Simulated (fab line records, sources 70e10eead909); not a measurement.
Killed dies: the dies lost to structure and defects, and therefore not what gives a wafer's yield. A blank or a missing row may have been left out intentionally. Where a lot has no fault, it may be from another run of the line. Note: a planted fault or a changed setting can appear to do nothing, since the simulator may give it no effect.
Chamber matching | flow nand harc | NHARC_P_STI_CMP_21 on cmp-04: 4 sister chambers
The step polishes, t overpolish 20 s, target thk 380.67 nm. 4 wafers are shown with their chamber, then 7 later ones without.

EACH WAFER AND ITS CHAMBER
wafer  | chamber | motor current A (A)
L953.2 | 1       | 10.4
L953.3 | 0       | 12.0
L955.4 | 2       | 13.3
L955.5 | 3       | 11.8

WAFERS WITH NO CHAMBER GIVEN
wafer  | motor current A (A)
L955.6 | 13.0
L956.1 | 12.3
L956.2 | 12.8
L956.5 | 9.9
L957.4 | 12.2
L957.5 | 12.7
L957.6 | 9.7

CHAMBER TAKEN BY EACH
wafer  | from the rows above          | in truth
L955.6 | can't be placed: 2 or 0 or 3 | 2
L956.1 | can't be placed: 0 or 3 or 2 | 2
L956.2 | can't be placed: 2 or 0 or 3 | 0
L956.5 | 1                            | 1
L957.4 | can't be placed: 0 or 3 or 2 | 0
L957.5 | can't be placed: 2 or 0 or 3 | 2
L957.6 | 1                            | 1
2 of 7 placed correctly. Unplaceable from these rows: 5, with the true chamber sitting among the candidates in 5. Number placed wrongly: 0.
How it was worked out, from the rows above alone: a wafer's distance from a chamber is the root of the sum, over the readings, of the square of ((its reading less the chamber's mean) divided by the reading's scatter). If the next closest chamber is less than 2 further off than the closest, the wafer can't be placed; otherwise it belongs to the closest. A chamber's mean is the mean of its shown wafers. The scatter (one wafer shown for each chamber): square how far every hidden wafer sits from the nearest shown wafer, average those squares and take the square root.
